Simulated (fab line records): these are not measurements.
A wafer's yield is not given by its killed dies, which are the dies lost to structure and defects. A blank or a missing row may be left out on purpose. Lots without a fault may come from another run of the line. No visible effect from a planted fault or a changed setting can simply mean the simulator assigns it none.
What tool caused it? | flow n5_finfet | 10 lots with 30 wafers sampled at 5 steps, on a route of 1938 steps

## WHAT THE GAUGES READ, wafer by wafer
N5_BEOL_M4_RC_MEAS_101. Usual: DIBL_N 35.9 mV/V, standard deviation 1.3; DIBL_P 36.3 mV/V, standard deviation 1.5; IOFF_N 0.153 nA/um, standard deviation 0.023; IOFF_P 0.208 nA/um, standard deviation 0.028; IOFF_P_85C 3.6 nA/um, standard deviation 0.41; IOFF_P_LIN 0.099 nA/um, standard deviation 0.011; ION_N 672 uA/um, standard deviation 9.7; ION_P 462 uA/um, standard deviation 6.6; REXT_P 101.0 ohm.um, standard deviation 2.3; SS_N 71.5 mV/dec, standard deviation 0.53; SS_P 73.3 mV/dec, standard deviation 0.59; VT_N 250.4 mV, standard deviation 2.7; VT_P -250.5 mV, standard deviation 3; VT_P_LVT -99 mV, standard deviation 3.1.
lot  | measured     | on        | DIBL_N (mV/V)  | DIBL_P (mV/V)  | IOFF_N (nA/um)    | IOFF_P (nA/um)    | IOFF_P_85C (nA/um) | IOFF_P_LIN (nA/um) | ION_N (uA/um) | ION_P (uA/um) | REXT_P (ohm.um)   | SS_N (mV/dec)  | SS_P (mV/dec)  | VT_N (mV)         | VT_P (mV)            | VT_P_LVT (mV)  | flag
L419 | day 8 00:50  | prober-02 | 35.3 36.9 34.4 | 35.2 37.2 33.8 | 0.137 0.162 0.120 | 0.175 0.197 0.152 | 3.1 3.4 2.8        | 0.084 0.090 0.076  | 660 679 660   | 453 461 450   | 105.0 104.8 105.5 | 71.3 71.8 70.7 | 73.1 73.7 72.3 | 250.9 249.6 254.1 | -254.6 -255.0 -257.9 | -103 -102 -105 |
L420 | day 8 15:58  | prober-01 | 35.9 37.1 37.2 | 35.8 37.6 37.0 | 0.154 0.182 0.181 | 0.189 0.213 0.215 | 3.3 3.7 3.7        | 0.089 0.097 0.096  | 673 677 684   | 457 457 465   | 102.1 100.7 102.0 | 71.3 71.6 72.2 | 73.1 73.7 74.0 | 251.8 251.6 248.6 | -254.4 -250.9 -250.2 | -100 -99 -98   |
L424 | day 9 19:38  | prober-02 | 35.9 37.1 34.8 | 36.9 38.6 36.6 | 0.143 0.173 0.137 | 0.198 0.225 0.194 | 3.5 3.8 3.4        | 0.093 0.101 0.091  | 655 671 666   | 451 461 459   | 99.4 100.4 99.6   | 71.9 71.3 70.9 | 72.9 73.9 72.7 | 253.9 248.6 251.7 | -255.0 -249.8 -250.7 | -102 -100 -103 |
L425 | day 10 07:00 | prober-01 | 36.8 36.9 35.7 | 37.2 35.8 35.7 | 0.170 0.168 0.149 | 0.235 0.222 0.217 | 4.1 3.9 3.8        | 0.108 0.104 0.101  | 681 685 671   | 470 469 467   | 99.1 99.5 97.4    | 72.2 70.7 71.8 | 73.8 73.4 73.9 | 248.3 248.3 252.0 | -249.1 -250.4 -249.9 | -97 -98 -98    |
L428 | day 10 11:12 | prober-02 | 35.7 37.4 37.4 | 35.8 38.7 38.2 | 0.135 0.173 0.169 | 0.180 0.224 0.213 | 3.2 3.9 3.7        | 0.086 0.103 0.098  | 675 684 686   | 460 471 464   | 97.7 98.1 97.9    | 71.3 71.7 71.9 | 73.6 73.5 73.1 | 253.1 247.8 247.4 | -249.9 -248.1 -251.0 | -99 -96 -97    |
L429 | day 10 20:38 | prober-01 | 35.1 35.7 35.5 | 34.6 35.3 34.3 | 0.125 0.141 0.130 | 0.201 0.216 0.203 | 3.5 3.7 3.5        | 0.101 0.107 0.101  | 666 670 668   | 466 462 463   | 99.6 100.2 100.1  | 70.8 71.6 71.7 | 72.6 73.7 73.0 | 253.6 248.8 253.1 | -245.9 -247.0 -245.9 | -97 -95 -97    |
L430 | day 11 03:49 | prober-01 | 35.8 34.1 34.7 | 31.3 32.7 30.5 | 0.141 0.116 0.120 | 0.119 0.167 0.112 | 2.3 3.0 2.2        | 0.064 0.085 0.060  | 670 649 654   | 432 450 434   | 116.8 99.7 116.1  | 71.3 70.6 70.8 | 72.2 72.7 72.5 | 252.4 257.0 253.8 | -260.6 -254.7 -261.2 | -106 -100 -108 | OFF
L431 | day 11 11:40 | prober-02 | 36.8 34.5 35.1 | 35.5 29.5 33.3 | 0.161 0.123 0.129 | 0.211 0.107 0.176 | 3.6 2.1 3.1        | 0.100 0.059 0.088  | 677 660 659   | 454 423 454   | 106.0 124.0 103.8 | 71.4 71.1 71.6 | 74.0 72.0 73.3 | 253.2 253.4 254.8 | -251.8 -262.8 -253.2 | -101 -112 -102 | OFF
L433 | day 12 04:38 | prober-02 | 36.0 37.6 36.6 | 36.8 37.8 36.5 | 0.177 0.198 0.174 | 0.237 0.244 0.235 | 4.1 4.2 4.1        | 0.114 0.116 0.113  | 687 664 676   | 471 460 465   | 104.1 104.1 103.4 | 71.6 72.9 71.9 | 73.8 74.2 73.4 | 243.4 246.2 246.1 | -248.4 -247.6 -246.4 | -95 -96 -94    |
L441 | day 14 04:28 | prober-02 | 34.8 35.1 36.2 | 35.7 36.5 37.1 | 0.130 0.138 0.155 | 0.177 0.189 0.208 | 3.2 3.4 3.6        | 0.090 0.095 0.101  | 667 674 671   | 465 461 459   | 100.2 100.8 101.2 | 71.1 71.4 71.0 | 73.4 72.4 73.0 | 252.7 252.6 252.4 | -253.0 -253.8 -251.6 | -103 -101 -99  |

## EACH LOT AND THE TOOL THAT RAN IT (in order: tool; ch and the chambers of the sampled wafers; start)
lot  | N5_SD_EPI_P_VAPOR_ETCH_44      | N5_BEOL_M4_ANNEAL_87         | N5_BEOL_M4_PRE_CLEAN_60         | N5_BEOL_M4_CO_CAP_55
L419 | epi_rpcvd-02 ch 0, day 3 07:56 | pvd_sputter-01, day 7 22:25  | cvd_co-02 ch 0,1,2, day 8 00:16 | cvd_co-02 ch 0,1,2, day 8 00:18
L420 | epi_rpcvd-04 ch 0, day 3 15:55 | pvd_sputter-01, day 8 13:40  | cvd_co-01 ch 0,2, day 8 15:41   | cvd_co-01 ch 0,2, day 8 15:44
L424 | epi_rpcvd-04 ch 0, day 4 13:22 | pvd_sputter-03, day 9 17:20  | cvd_co-01 ch 0,2, day 9 19:11   | cvd_co-01 ch 0,2, day 9 19:13
L425 | epi_rpcvd-04 ch 0, day 4 22:02 | pvd_sputter-03, day 10 03:43 | cvd_co-02 ch 1,2, day 10 06:37  | cvd_co-02 ch 1,2, day 10 06:39
L428 | epi_rpcvd-04 ch 0, day 5 12:07 | pvd_sputter-02, day 10 08:58 | cvd_co-02 ch 1,2, day 10 10:49  | cvd_co-02 ch 1,2, day 10 10:51
L429 | epi_rpcvd-04 ch 0, day 5 19:31 | pvd_sputter-01, day 10 18:20 | cvd_co-01 ch 0,2, day 10 20:22  | cvd_co-01 ch 0,2, day 10 20:24
L430 | epi_rpcvd-04 ch 0, day 6 03:43 | pvd_sputter-01, day 11 01:10 | cvd_co-01 ch 0,1, day 11 03:01  | cvd_co-01 ch 0,1, day 11 03:03
L431 | epi_rpcvd-04 ch 0, day 6 12:55 | pvd_sputter-02, day 11 09:01 | cvd_co-02 ch 1,2, day 11 10:54  | cvd_co-02 ch 1,2, day 11 10:58
L433 | epi_rpcvd-02 ch 0, day 6 21:42 | pvd_sputter-02, day 12 02:18 | cvd_co-02 ch 1,2, day 12 04:12  | cvd_co-02 ch 1,2, day 12 04:14
L441 | epi_rpcvd-01 ch 0, day 8 21:33 | pvd_sputter-03, day 14 02:20 | cvd_co-01 ch 0,1, day 14 04:11  | cvd_co-01 ch 0,1, day 14 04:14
- N5_SD_EPI_P_VAPOR_ETCH_44: etches SiGe30 in NF3/Ar, time 3.3 s.
- N5_BEOL_M4_ANNEAL_87: time 240 s.
- N5_BEOL_M4_PRE_CLEAN_60: time 15 s.
- N5_BEOL_M4_CO_CAP_55: material Co, precursor CCTBA/H2, target thk 2 nm, time 102.1 s.

## WHAT THE TOOLS THEMSELVES READ (means of the sampled wafers that have a number; where no wafer has one, the mark that the record gives instead)
N5_BEOL_M4_ANNEAL_87. Usual: heater_power_w at 848 W, with a standard deviation of 66.
lot  | tool           | heater_power_w (W) | flag
L419 | pvd_sputter-01 | 867                |
L420 | pvd_sputter-01 | 882                |
L424 | pvd_sputter-03 | 812                |
L425 | pvd_sputter-03 | 836                |
L428 | pvd_sputter-02 | 868                |
L429 | pvd_sputter-01 | 885                |
L430 | pvd_sputter-01 | 861                |
L431 | pvd_sputter-02 | 813                |
L433 | pvd_sputter-02 | 778                |
L441 | pvd_sputter-03 | 818                |

N5_BEOL_M4_PRE_CLEAN_60. Usual: heater_power_w at 98 W, with a standard deviation of 23.
lot  | tool      | heater_power_w (W) | flag
L419 | cvd_co-02 | 98                 |
L420 | cvd_co-01 | 84                 |
L424 | cvd_co-01 | 90                 |
L425 | cvd_co-02 | 121                |
L428 | cvd_co-02 | 106                |
L429 | cvd_co-01 | 86                 |
L430 | cvd_co-01 | 102                |
L431 | cvd_co-02 | 106                |
L433 | cvd_co-02 | 106                |
L441 | cvd_co-01 | 104                |

N5_BEOL_M4_CO_CAP_55. Usual: heater_power_w at 252 W, with a standard deviation of 29.
lot  | tool      | heater_power_w (W) | flag
L419 | cvd_co-02 | 252                |
L420 | cvd_co-01 | 232                |
L424 | cvd_co-01 | 241                |
L425 | cvd_co-02 | 290                |
L428 | cvd_co-02 | 260                |
L429 | cvd_co-01 | 234                |
L430 | cvd_co-01 | 257                |
L431 | cvd_co-02 | 262                |
L433 | cvd_co-02 | 258                |
L441 | cvd_co-01 | 258                |

## THE ANSWER, worked out from the rows above alone
Rule: a lot counts as off when the mean over its wafers that have a number is more than 3 standard deviations away from the usual mean. Also off: a lot with no number at a reading for which 4 or more lots have one. All remaining lots with rows at the step are treated as sound. First the gauges in route order, then the tools' own readings, where a lot's mean is used as printed above. At the first step where some lot is off, the reading lying furthest off is the one used; lots without a number count as furthest.
Off: L430, L431, seen at N5_BEOL_M4_RC_MEAS_101 (REXT_P).
A tool fits if, at a process step before that reading, it ran every lot that is off, and no sound lot after the first of them. Those tools and the gauges at N5_BEOL_M4_RC_MEAS_101 are tried in the same way. One fits: N5_SD_EPI_P_VAPOR_ETCH_44 on epi_rpcvd-04. Its last sound lot is L429 (day 5 19:31), its first lot that is off L430 (day 6 03:43): a fault that began between those two fits.

## WHAT THE SIMULATOR HAD PUT IN
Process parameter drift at N5_SD_EPI_P_VAPOR_ETCH_44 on epi_rpcvd-04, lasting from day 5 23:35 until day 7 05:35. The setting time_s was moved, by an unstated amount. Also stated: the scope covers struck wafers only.
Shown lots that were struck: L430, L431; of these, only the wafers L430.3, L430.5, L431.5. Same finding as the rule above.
